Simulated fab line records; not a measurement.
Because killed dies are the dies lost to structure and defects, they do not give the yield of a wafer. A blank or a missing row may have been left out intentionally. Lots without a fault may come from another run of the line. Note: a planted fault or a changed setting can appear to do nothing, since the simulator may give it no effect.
Struck lot and sound lot, side by side -- flow nand_harc -- 15 out of 1302 route steps
Sound: the wafers L301.1, L301.2, L301.6. Struck: wafer L306.6 (L306.1, L306.4, from the same lot, were not struck and are left out); the cause is given at the end.
Per side, at each step with rows, come the tool, then ch with its chambers, and then its first start. Under that, the readings that differ: sound wafers -- struck wafers -- difference of the means -- sigmas: that difference in standard deviations of wafers without a fault.
alike: words and numbers the same on both sides, and readings whose means are apart by under 2 such deviations; not compared: readings that were withheld, readings missing a value for some wafer, numbers with overlapping values and no deviation given by the record, and bounds like >300 which may hide the same value.
The two part at a step that has a row with sigmas, a row that says differs or no value, or rows on one side only. Non-overlapping numbers with no deviation appear without sigmas and do not part them. A reading that every wafer of one side lacks parts them only if that side has two wafers or more.

NHARC_A_DECK1_JOINT_CMP_02: polishes SiOx.
  sound on cmp-03 ch 0,1,3, day 12 09:11; struck on cmp-04 ch 3, day 14 15:02
  alike: edge_zone_pressure_frac, motor_current_A
following that, these wafers have no rows for 1 step: NHARC_A_DECK1_JOINT_SRD_15.
NHARC_A_DECK1_JOINT_DEP_16: deposits SiO2, target thk 45 nm.
  sound on pecvd-02 ch 0,2, day 12 09:31; struck on pecvd-02 ch 2, day 14 15:26
  alike: heater_power_w, throttle_valve_pct
NHARC_A_DECK1_JOINT_THK_MEAS_17: measures by ellipsometry.
  struck on film_metro-01, day 14 15:41; sound on film_metro-02, day 12 09:55
  alike: thk_nm
NHARC_A_DECK1_JOINT_INSPECT_05:
  struck on defect_inspect-01, day 14 15:43; sound on defect_inspect-01, day 12 09:57
  alike: raw_defect_count
next comes 1 step that has no rows for these wafers: NHARC_A_ONON_D2_DEP_00 (target thickness 1000 nm).
NHARC_A_ONON_D2_THK_MEAS_02: measures by ellipsometry.
  struck on film_metro-02, day 14 16:19; sound on film_metro-02, day 12 10:38
  alike: thk_nm
next comes 1 step that has no rows for these wafers: NHARC_A_ONON_D2_DEP_03 (target thickness 1000 nm).
NHARC_A_ONON_D2_THK_MEAS_05: measures by ellipsometry.
  struck on film_metro-01, day 14 16:55; sound on film_metro-02, day 12 11:12
  alike: thk_nm
next comes 1 step that has no rows for these wafers: NHARC_A_ONON_D2_DEP_06 (target thickness 1000 nm).
NHARC_A_ONON_D2_THK_MEAS_08: measures by ellipsometry.
  struck on film_metro-02, day 14 17:29; sound on film_metro-02, day 12 11:46
reading,sound,struck,difference,sigmas
thk_nm (nm),1008 1008 1008,979,-29,-3
NHARC_A_ONON_D2_DEP_09: target thk 1000 nm.
  sound on pecvd_onon-04 ch 0, day 12 11:49; struck on pecvd_onon-01 ch 0, day 14 17:32
NHARC_A_ONON_D2_THK_MEAS_11: measures by ellipsometry.
  struck on film_metro-01, day 14 18:02; sound on film_metro-02, day 12 12:20
reading,sound,struck,difference,sigmas
thk_nm (nm),991 992 990,675,-316,-32
next comes 1 step that has no rows for these wafers: NHARC_A_ONON_D2_DEP_12 (target thickness 1000 nm).
-- jump in the record: it breaks off in module A_ONON_D2 and resumes in module END (first step shown: number 1302 of the route), and 12 days separate the struck wafers' starts before and after --
NHARC_END_SORT_01:
  sound on prober-02 ch 0, day 25 12:41; struck on prober-01 ch 0, day 26 19:04
reading,sound,struck,difference,sigmas
killed_at_array,18 21 18,671,+652,+34
killed_dies,30 28 26,677,+649,+34
killed_open,4 3 5,0,-4,-2
  alike: killed_at_other, killed_at_periphery, killed_short

WHERE THEY PART
Earliest at NHARC_A_ONON_D2_THK_MEAS_08; latest, in this record, at NHARC_END_SORT_01.

WHY: the cause the simulator had injected
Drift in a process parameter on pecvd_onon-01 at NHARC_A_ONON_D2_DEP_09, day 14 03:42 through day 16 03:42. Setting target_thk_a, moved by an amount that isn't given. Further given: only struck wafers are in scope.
